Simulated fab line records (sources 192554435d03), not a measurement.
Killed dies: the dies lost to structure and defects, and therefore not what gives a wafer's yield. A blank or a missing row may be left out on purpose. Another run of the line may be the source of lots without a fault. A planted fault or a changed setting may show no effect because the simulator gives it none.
fab line records | flow n5-finfet
[record] lots = 10 wafers = 27 last-day = 17
route steps=1938 shown SD_EPI_P@311 ILD0@341 SDB@349 BEOL_M4@1111 PASSIVATION@1936
lots that met no fault: taken from a fault-free run of the same line
start-h: start of the lot's first displayed wafer, in hours after the record's first day | wait-h: how many hours have passed since the lot's step before this one | " unchanged from the row above | L1.1+2: a row that stands for several wafers | - either no value or no given start | * or withheld: withheld | < > ~ a bound
route shown NAME@n: NAME is a module with steps in the file, n the number in the route of the first one | usual: mean/standard deviation of fault-free wafers | same: alike in all rows | chamber/n: place in a boat | sites: per-site readings | _std_site: the standard deviation of these | _edge_site: mean of outer sites minus mean of inner sites | radius-mm: how far each site lies from the wafer's centre | mask NAME#n: copy n | behind: the tool/chamber that last shaped the wafer | hold: why the lot was held/for how many hours/how that ended | device: the n, p or np transistor that did not switch | end of line: the same wafers' tests at the end of the route | a step with no rows: only its recipe | killed: the dies lost at the first sort to structure and to defects; this is not the yield of the wafer | map: the dies of a wafer, with x for killed, . for not killed, _ for no die there
set.NAME: the setting as run; set.NAME@STEP: as run at that earlier step | model.NAME: the simulator's own value behind a step, which no gauge read
a sample of lots followed through the steps of the route, with each step as a table and each wafer as a row
services: a tool's chamber out of use, with start hour (start-h, from the record's first day; less than 0 if before it), hours out, and reason
[[steps]]
[step N5_SD_EPI_P_ETCH_47]
[recipe] chemistry = CH3F/O2 target = SiOCN target-depth-a = 250 mask-material = SOC ion-energy-ev = 60 bias-w = 29 pressure-mtorr = 30 source-w = 410 Ar_flow_sccm = 150 CH3F_flow_sccm = 30 O2_flow_sccm = 20
[usual] drypump-motor-current-A = 5.6/0.41 oes-product-au = 0.80/0.098 rf-vpp-V = 128.0/1.5 showerhead-plenum-p-Torr = 2.02/0.048 throttle-valve-pct = 16.30/0.18
// columns lot.wafer tool chamber start-h wait-h drypump-motor-current-A oes-product-au rf-hours-counter-h rf-vpp-V showerhead-plenum-p-Torr throttle-valve-pct
L175.1 rie-diel-04 1 63.15 0.1 5.3 0.67 255 126.9 1.96 16.43
L175.3 " 2 " " 6.4 0.95 9 129.4 2.05 16.27
L175.4 " 2 " " 6.4 0.94 - 129.1 2.05 16.28
L176.1 rie-diel-04 1 75.50 0.1 5.4 0.66 260 127.9 1.96 16.44
L176.3 " 2 " " 6.3 0.94 15 129.4 2.05 16.26
L176.6 " 1 " " 5.4 0.67 - 129.4 1.96 16.44
L179.1 rie-diel-04 2 86.18 0.1 6.4 0.93 20 129.2 2.05 16.28
L179.3 " 0 " " 5.9 0.80 107 127.3 2.02 16.16
L179.4 " 0 " " 5.9 0.80 - 124.4 2.02 16.15
L182.1 rie-diel-02 3 103.31 0.1 5.2 0.73 148 129.9 2.09 16.52
L182.3 " 2 " " 5.6 0.76 140 126.9 2.00 16.08
L182.5 " 1 " " 4.9 0.69 - 127.0 2.05 16.38
L186.1 rie-diel-02 3 129.65 0.1 5.2 0.72 156 129.7 2.09 16.54
L186.3 " 0 " " 5.4 0.69 242 128.0 1.88 16.32
L186.4 " 1 " " 4.9 0.69 236 126.4 2.05 16.39
L189.1 rie-diel-02 3 142.50 0.1 5.2 0.73 160 128.1 2.09 16.55
L189.5 " 3 " " 5.2 0.72 - 128.8 2.09 16.54
L189.6 " 2 " " 5.6 0.76 - 127.2 1.99 16.09
L191.3 rie-diel-02 3 156.74 0.1 5.2 0.71 165 129.7 2.08 16.56
L191.4 " 2 " " 5.6 0.75 154 127.1 1.99 16.10
L191.6 " 3 " " 5.2 0.71 - 130.1 2.08 16.55
L192.3 rie-diel-04 0 162.96 0.1 5.9 0.77 133 127.5 2.01 16.19
L192.4 " 1 " " 5.3 0.96 5 128.6 1.95 16.00
L194.1 rie-diel-05 3 180.35 0.1 5.6 0.92 19 127.1 1.98 16.18
L194.5 " 2 " " 5.5 0.90 - 127.2 2.03 16.12
L195.4 rie-diel-05 2 181.68 0.1 5.5 0.89 38 129.2 2.03 16.13
L195.5 " 1 " " 5.6 0.75 - 128.1 2.01 16.31
[step N5_ILD0_THK_MEAS_08]
[usual] thk-nm = 139.0/1.3
// columns lot.wafer tool chamber start-h wait-h thk-nm
L175.1 film-metro-01 - 70.34 - 139.5
L175.3 " - " " 139.0
L175.4 " - " " 138.3
L176.1 film-metro-02 - 82.55 - 140.5
L176.3 " - " " 140.2
L176.6 " - " " 139.0
L179.1 film-metro-01 - 93.67 - 140.0
L179.3 " - " " 140.2
L179.4 " - " " 138.4
L182.1 film-metro-02 - 110.73 - 139.6
L182.3 " - " " 139.1
L182.5 " - " " 137.1
L186.1 film-metro-01 - 140.75 - 137.7
L186.3 " - " " 140.1
L186.4 " - " " 140.5
L189.1 film-metro-01 - 150.05 - 136.9
L189.5 " - " " 138.9
L189.6 " - " " 139.2
L191.3 film-metro-01 - 164.11 - 137.9
L191.4 " - " " 137.5
L191.6 " - " " 138.4
L192.3 film-metro-01 - 174.03 - 139.8
L192.4 " - " " 139.5
L194.1 film-metro-01 - 187.87 - 139.4
L194.5 " - " " 136.8
L195.4 film-metro-01 - 192.20 - 137.4
L195.5 " - " " 139.8
[step N5_ILD0_INSPECT_06]
[recipe] inspect-instrument = darkfield mode = post-cmp
[usual] raw-defect-count = 41/19
// columns lot.wafer tool chamber start-h wait-h raw-defect-count
L175.1 defect-inspect-02 - 73.57 0.0 80
L175.3 " - " " 33
L175.4 " - " " 76
L176.1 defect-inspect-02 - 85.98 0.0 45
L176.3 " - " " 22
L176.6 " - " " 36
L179.1 defect-inspect-01 - 98.19 0.0 52
L179.3 " - " " 18
L179.4 " - " " 20
L182.1 defect-inspect-02 - 114.19 0.0 48
L182.3 " - " " 30
L182.5 " - " " 32
L186.1 defect-inspect-01 - 143.99 0.0 21
L186.3 " - " " 45
L186.4 " - " " 21
L189.1 defect-inspect-02 - 153.29 0.0 50
L189.5 " - " " 55
L189.6 " - " " 60
L191.3 defect-inspect-01 - 167.35 0.0 53
L191.4 " - " " 60
L191.6 " - " " 37
L192.3 defect-inspect-01 - 177.32 0.0 119
L192.4 " - " " 36
L194.1 defect-inspect-01 - 191.76 0.0 52
L194.5 " - " " 27
L195.4 defect-inspect-01 - 195.44 0.0 34
L195.5 " - " " 16
[step N5_SDB_COAT_04]
[recipe] resist = SiARC temp-c = 220 time-s = 60 spin-rpm = 1500 resist-thk-nm = 18
[usual] exhaust-pa = 45.0/0.95 heater-power-total-W = 427.6/2.1 run-length-s = 65.83/0.15
// columns lot.wafer tool chamber start-h wait-h exhaust-pa heater-power-total-W run-length-s
L175.1 litho-track-04 0 73.70 - 44.8 426.3 65.58
L175.3 " 0 " " 44.4 430.3 65.80
L175.4 " 0 " " 45.5 426.7 65.73
L176.1 litho-track-02 0 86.10 - 43.9 426.9 66.05
L176.3 " 0 " " 45.8 425.4 65.93
L176.6 " 0 " " 44.5 426.5 65.98
L179.1 litho-track-04 0 98.32 - 46.5 429.3 65.65
L179.3 " 0 " " 46.5 428.1 65.70
L179.4 " 0 " " 45.2 430.9 65.59
L182.1 litho-track-01 0 114.31 - 42.4 426.3 65.97
L182.3 " 0 " " 43.5 424.6 65.71
L182.5 " 0 " " 43.4 424.9 65.88
L186.1 litho-track-02 0 144.11 - 44.3 427.9 65.81
L186.3 " 0 " " 45.1 430.0 65.82
L186.4 " 0 " " 46.1 424.1 65.92
L189.1 litho-track-02 0 153.41 - 44.3 426.7 65.95
L189.5 " 0 " " 45.7 426.0 66.08
L189.6 " 0 " " 43.5 425.4 65.90
L191.3 litho-track-02 0 167.47 - 43.6 429.5 65.80
L191.4 " 0 " " 45.2 424.8 65.90
L191.6 " 0 " " 44.8 424.2 66.07
L192.3 litho-track-04 0 177.44 - 45.8 439.2 62.33
L192.4 " 0 " " 44.6 429.8 65.70
L194.1 litho-track-04 0 191.89 - 45.6 429.9 65.77
L194.5 " 0 " " 46.0 439.1 62.34
L195.4 litho-track-04 0 195.56 - 43.7 429.9 65.81
L195.5 " 0 " " 43.7 444.2 62.12
[step N5_BEOL_M4_RC_MEAS_101]
[usual] DIBL_N = 35.7/1.5 DIBL_P = 35.7/2 IOFF_N = 0.155/0.026 IOFF_P = 0.20/0.031 ION_N = 675/11 ION_P = 462/7.1 SS_N = 71.3/0.57 SS_P = 73.1/0.56 VT_N = 250/3 VT_P = -251/3
// columns lot.wafer tool chamber start-h wait-h DIBL_N[mV/V] DIBL_P[mV/V] IOFF_N[nA/um] IOFF_P[nA/um] ION_N[uA/um] ION_P[uA/um] SS_N[mV/dec] SS_P[mV/dec] VT_N[mV] VT_P[mV]
L175.1 prober-01 0 185.28 0.0 37.9 38.4 0.208 0.24 696 472 72.1 73.4 245 -247
L175.3 " 0 " " 37.5 37.2 0.182 0.23 671 461 71.8 73.3 247 -248
L175.4 " 0 " " 35.9 36.3 0.166 0.22 688 474 70.9 73.4 247 -249
L176.1 prober-02 0 194.13 0.0 34.0 33.8 0.141 0.19 683 462 71.2 72.1 250 -250
L176.3 " 0 " " 36.0 37.2 0.186 0.26 685 468 71.9 73.3 245 -246
L176.6 " 0 " " 33.7 33.5 0.142 0.19 678 465 70.4 72.3 249 -250
L179.1 prober-01 0 198.41 0.0 32.8 32.8 0.124 0.17 669 460 71.5 72.4 251 -251
L179.3 " 0 " " 30.9 30.8 0.101 0.14 638 444 69.9 71.8 256 -255
L179.4 " 0 " " 34.8 34.6 0.152 0.19 676 460 71.7 72.7 247 -252
L182.1 prober-01 0 225.57 0.7 36.5 35.5 0.148 0.22 666 462 71.8 73.4 252 -249
L182.3 " 0 " " 35.9 34.9 0.127 0.20 666 464 71.2 73.2 252 -250
L182.5 " 0 " " 37.2 35.3 0.156 0.22 662 453 71.4 73.3 254 -246
L186.1 prober-01 0 252.89 0.0 35.4 35.9 0.176 0.23 693 478 71.7 73.7 246 -247
L186.3 " 0 " " 34.8 35.0 0.153 0.21 682 471 70.9 73.1 249 -248
L186.4 " 0 " " 34.9 34.9 0.155 0.21 678 470 70.7 73.3 248 -250
L189.1 prober-02 0 260.39 0.0 37.2 36.8 0.162 0.21 670 459 71.5 73.0 253 -248
L189.5 " 0 " " 37.9 38.4 0.173 0.23 679 462 71.5 73.5 250 -249
L189.6 " 0 " " 36.4 36.6 0.152 0.21 672 456 72.0 72.5 251 -250
L191.3 prober-01 0 267.86 0.3 35.5 35.8 0.158 0.20 681 464 70.7 73.1 246 -251
L191.4 " 0 " " 37.5 39.5 0.209 0.26 700 476 71.8 73.2 242 -247
L191.6 " 0 " " 35.3 35.7 0.144 0.20 661 460 71.2 72.8 249 -250
L192.3 prober-02 0 293.25 0.3 33.4 34.3 0.121 0.14 668 450 71.4 72.9 253 -256
L192.4 " 0 " " 34.1 34.8 0.133 0.15 677 455 71.6 72.9 250 -257
L194.1 prober-01 0 305.37 0.0 34.4 34.9 0.137 0.18 666 456 71.0 72.7 251 -253
L194.5 " 0 " " 33.9 34.4 0.128 0.18 659 456 71.1 72.4 252 -255
L195.4 prober-02 0 312.40 0.5 36.2 35.2 0.162 0.20 678 460 71.8 73.4 248 -250
L195.5 " 0 " " 33.8 34.1 0.143 0.20 677 466 70.8 72.3 250 -251
[step N5_PASSIVATION_PROBE_49]
[usual] defect-limited-yield = 91.4/1.5 killed_at_M0_to_M3 = 34/10 killed_at_M4_up = 15/6 killed-at-contacts = 12/6 killed-at-front-end = 37/11 killed-at-other = 3.3/2.8 killed-dies = 101/18 killed-open = 66/14 killed-short = 33/7.8 sort_bin_5_function = 5.0/0.97 sort_bin_6_memory = 3.2/0.72 sort_bin_8_speed = 0.00/0.01 sort-n-pass = 1079/18 sort-yield-pct = 91.4/1.5
[same] gross-dies = 1180 killed-at-back-side = 0 sort_bin_4_leakage[%] = 0
// columns lot.wafer tool chamber start-h wait-h defect-limited-yield[%] killed_at_M0_to_M3 killed_at_M4_up killed-at-contacts killed-at-front-end killed-at-other killed-dies killed-open killed-short sort_bin_5_function[%] sort_bin_6_memory[%] sort_bin_8_speed[%] sort-n-pass sort-yield-pct[%]
L182.1 prober-01 - 330.28 0.0 89.7 52 20 4 43 2 121 80 40 6.2 3.5 0 1059 89.7
L182.3 prober-01 - 330.38 0.1 91.4 40 17 10 30 5 102 59 42 5.3 2.8 0 1078 91.4
L182.5 prober-01 - 330.48 0.2 87.5 61 32 14 40 0 147 87 56 6.4 5.3 0 1033 87.5
L194.1 prober-02 - 411.45 0.0 91.8 26 11 10 47 3 97 54 37 4.7 2.5 0 1083 91.8
L195.5 prober-02 - 418.15 0.2 91.9 42 9 7 34 3 95 61 34 3.6 4.2 0 1085 91.9
// killed by level:class
L182.1 BEOL_M0_SAQP:geometric-particle:open=19 FIN_SAQP:geometric-particle:open=13 BEOL_M4:geometric-particle:open=12 BEOL_M0_SAQP:geometric-particle:short=11 BEOL_M2:geometric-particle:open=10 FIN_SAQP:geometric-particle:short=8 STI_FIN_REVEAL:geometric-particle:open=5 BEOL_M1:geometric-particle:open=4
L182.3 BEOL_M0_SAQP:geometric-particle:short=12 BEOL_M0_SAQP:geometric-particle:open=9 MOL_CONTACT_COAG:geometric-particle:open=8 FIN_SAQP:geometric-particle:short=8 FIN_SAQP:geometric-particle:open=7 BEOL_M4:geometric-particle:open=7 BEOL_M2:geometric-particle:open=5 BEOL_M7:geometric-particle:open=5
L182.5 BEOL_M0_SAQP:geometric-particle:short=21 BEOL_M4:geometric-particle:open=17 BEOL_M0_SAQP:geometric-particle:open=14 MOL_CONTACT_COAG:geometric-particle:open=9 BEOL_M2:geometric-particle:open=8 FIN_SAQP:geometric-particle:short=6 BEOL_M1:geometric-particle:open=6 FIN_SAQP:geometric-particle:open=5
L194.1 BEOL_M2:geometric-particle:open=9 DUMMY_GATE:geometric-particle:open=8 FIN_SAQP:geometric-particle:short=7 STI_FIN_REVEAL:geometric-particle:short=7 MOL_CONTACT_COAG:geometric-particle:open=7 GATE_CUT:geometric-particle:open=6 STI_FIN_REVEAL:geometric-particle:open=6 HKMG_FIN:area-etch=5
L195.5 BEOL_M0_SAQP:geometric-particle:short=10 FIN_SAQP:geometric-particle:open=8 BEOL_M0_SAQP:geometric-particle:open=8 BEOL_M2:geometric-particle:open=7 GATE_CUT:geometric-particle:open=6 BEOL_M4:geometric-particle:open=6 FIN_SAQP:geometric-particle:short=5 GATE_CUT:geometric-particle:short=5
[[services]]
// columns tool chamber start-h hours kind
rie-diel-05 3 55.54 9.2 repair
rie-diel-04 0 57.00 4.1 repair
rie-diel-05 2 63.93 2.1 repair
rie-diel-05 3 89.49 - clean
rie-diel-05 3 89.49 - consumable-replace:focus-ring
rie-diel-04 1 105.94 - clean
rie-diel-04 1 105.94 - consumable-replace:focus-ring
rie-diel-04 1 105.94 40.1 scheduled-down
rie-diel-04 1 105.94 40.1 vent-cycle
rie-diel-05 1 112.71 3.3 repair
rie-diel-04 2 143.32 5.9 repair
rie-diel-04 - 144.48 0.2 repair
rie-diel-02 2 145.20 5.7 repair
rie-diel-02 0 162.78 - clean
rie-diel-02 0 162.78 - consumable-replace:focus-ring
rie-diel-02 0 162.78 - consumable-replace:showerhead
rie-diel-02 0 162.78 20.6 scheduled-down
rie-diel-02 0 162.78 20.6 vent-cycle
rie-diel-02 - 174.67 14.6 pm
rie-diel-02 1 189.27 - clean
rie-diel-02 1 189.27 - consumable-replace:focus-ring
rie-diel-02 1 189.27 21.8 scheduled-down
rie-diel-02 1 189.27 21.8 vent-cycle
rie-diel-02 0 190.78 2.9 repair
[[key]]
[first-sign] step = N5_SDB_COAT_04 reading = run-length-s direction = down sigmas = 24 usual = * struck = *
[effect] step = N5_SDB_COAT_04 reading = heater-power-total-W direction = up sigmas = 6.3 usual = * struck = *
met-at N5_SDB_COAT_04
struck-lots L192,L194,L195
struck-wafers L192.3,L194.5,L195.5
not-acting-at N5_SD_EPI_P_ETCH_47,N5_ILD0_THK_MEAS_08,N5_ILD0_INSPECT_06
onset-between 98.32 177.44
[fault] kind = process-parameter-drift tool = litho-track-04 chamber = - onset-h = 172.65 steps = N5_SDB_COAT_04 channel = time-s offset = * shape = step end-h = 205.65 scope = struck-wafers-only acts-in = * stated = *
